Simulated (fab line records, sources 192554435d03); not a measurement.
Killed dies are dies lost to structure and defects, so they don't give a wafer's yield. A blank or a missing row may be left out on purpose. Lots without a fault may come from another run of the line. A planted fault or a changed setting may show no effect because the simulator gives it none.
Chamber matching | flow n5_finfet | N5_BEOL_M1_ILD_DEP_00 on pecvd-02: 3 sister chambers
The step deposits SiOC from DEMS/O2, target thk 79 nm, time 15.3 s. 6 wafers are shown with their chamber, then 11 later ones without.

WAFERS WITH THEIR CHAMBER
wafer  | chamber | throttle_valve_pct (%) | showerhead_plenum_p_Torr (Torr)
L085.1 | 2       | 12.1                   | 5.728
L085.5 | 2       | 12.3                   | 5.722
L089.2 | 0       | 11.7                   | 5.685
L091.3 | 1       | 12.6                   | 5.704
L091.4 | 0       | 11.5                   | 5.706
L093.2 | 1       | 12.3                   | 5.698

WAFERS WITHOUT THEIR CHAMBER
wafer  | throttle_valve_pct (%) | showerhead_plenum_p_Torr (Torr)
L093.5 | 11.7                   | 5.696
L093.6 | 12.5                   | 5.699
L094.1 | 11.3                   | 5.709
L094.4 | 11.7                   | 5.703
L094.6 | 11.5                   | 5.700
L095.1 | 11.1                   | 5.716
L095.3 | 11.7                   | 5.702
L095.4 | 11.7                   | 5.710
L097.1 | 11.8                   | 5.704
L097.2 | 11.3                   | 5.736
L097.6 | 11.3                   | 5.714

WHICH CHAMBER EACH WENT THROUGH
wafer  | from the rows above     | in truth
L093.5 | 0                       | 0
L093.6 | 1                       | 1
L094.1 | 0                       | 0
L094.4 | 0                       | 0
L094.6 | 0                       | 0
L095.1 | 0                       | 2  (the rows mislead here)
L095.3 | 0                       | 0
L095.4 | can't be placed: 0 or 2 | 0
L097.1 | can't be placed: 0 or 2 | 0
L097.2 | can't be placed: 0 or 2 | 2
L097.6 | 0                       | 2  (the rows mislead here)
Placed correctly: 6 of 11. Can't be placed from these rows: 3 (the true chamber is among the candidates in 3). Placed wrongly: 2.
How it was worked out, from the rows above alone: a wafer's distance from a chamber is the root of the sum, over the readings, of the square of ((its reading less the chamber's mean) divided by the reading's scatter). The wafer belongs to the nearest chamber; if the next one is less than 2 further off, it can't be placed. A chamber's mean is the mean of its shown wafers. The scatter: the root of (the sum of the squares of (reading less its chamber's mean) over the shown wafers, divided by (wafers less chambers)).
